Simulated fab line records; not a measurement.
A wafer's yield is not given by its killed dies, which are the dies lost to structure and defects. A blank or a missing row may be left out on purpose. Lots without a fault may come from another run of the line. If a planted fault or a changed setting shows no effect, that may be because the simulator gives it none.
Which of the tools did it? | flow nand harc | 18 wafers from 6 lots sampled at 3 of the route's 1159 steps

## WHAT THE GAUGES READ, wafer by wafer
NHARC_END_SORT_01.
lot  | measured     | on        | killed at other
L999 | day 21 13:20 | prober-02 | 0 2 0
L107 | day 22 19:11 | prober-01 | 1 2 1
L103 | day 23 06:19 | prober-01 | 0 0 0
L115 | day 25 03:16 | prober-01 | 653 657 655

## WHAT TOOL EACH LOT RAN ON (gives the tool, then ch and the chambers of the sampled wafers, and finally the start)
lot  | NHARC_A_BONDPAD_DESCUM_11          | NHARC_THIN_TSV_PVD_51
L993 | rie diel-04 ch 1,2,3, day 18 07:11 | pvd sputter-03, day 19 06:50
L999 | rie diel-09 ch 0,1,3, day 20 07:32 | pvd sputter-02, day 21 01:54
L998 | rie diel-09 ch 0,1, day 20 15:53   | pvd sputter-02, day 21 12:13
L107 | rie diel-09 ch 0,2,3, day 21 13:10 | pvd sputter-02, day 22 07:18
L103 | rie diel-04 ch 0,1,3, day 22 01:14 | pvd sputter-03, day 22 20:08
L115 | rie diel-09 ch 2,3, day 23 18:50   | pvd sputter-03, day 24 14:04
- NHARC_A_BONDPAD_DESCUM_11: chemistry O2, time 3 s.
- NHARC_THIN_TSV_PVD_51: deposits Cu, target thk 100 nm.

## THE ANSWER, worked out from the rows above alone
Rule: usual is defined by the lots themselves. The widest of any qualifying gaps counts: lots, ordered by their means at a reading, are off when they make up no more than a third of the lots, leave a main group of 4 or more, and stand apart from it by 3 or more times the standard deviation of that group's means. The tables above print the reading to a certain number of digits; a main group whose means all agree to those digits is not used. A lot without any number at a reading at which 4 lots or more have one is off too. Any other lot the step has rows for is counted as sound.
No lot is off on any of the readings shown, so nothing can be concluded from this.

## WHAT THE SIMULATOR HAD PUT IN
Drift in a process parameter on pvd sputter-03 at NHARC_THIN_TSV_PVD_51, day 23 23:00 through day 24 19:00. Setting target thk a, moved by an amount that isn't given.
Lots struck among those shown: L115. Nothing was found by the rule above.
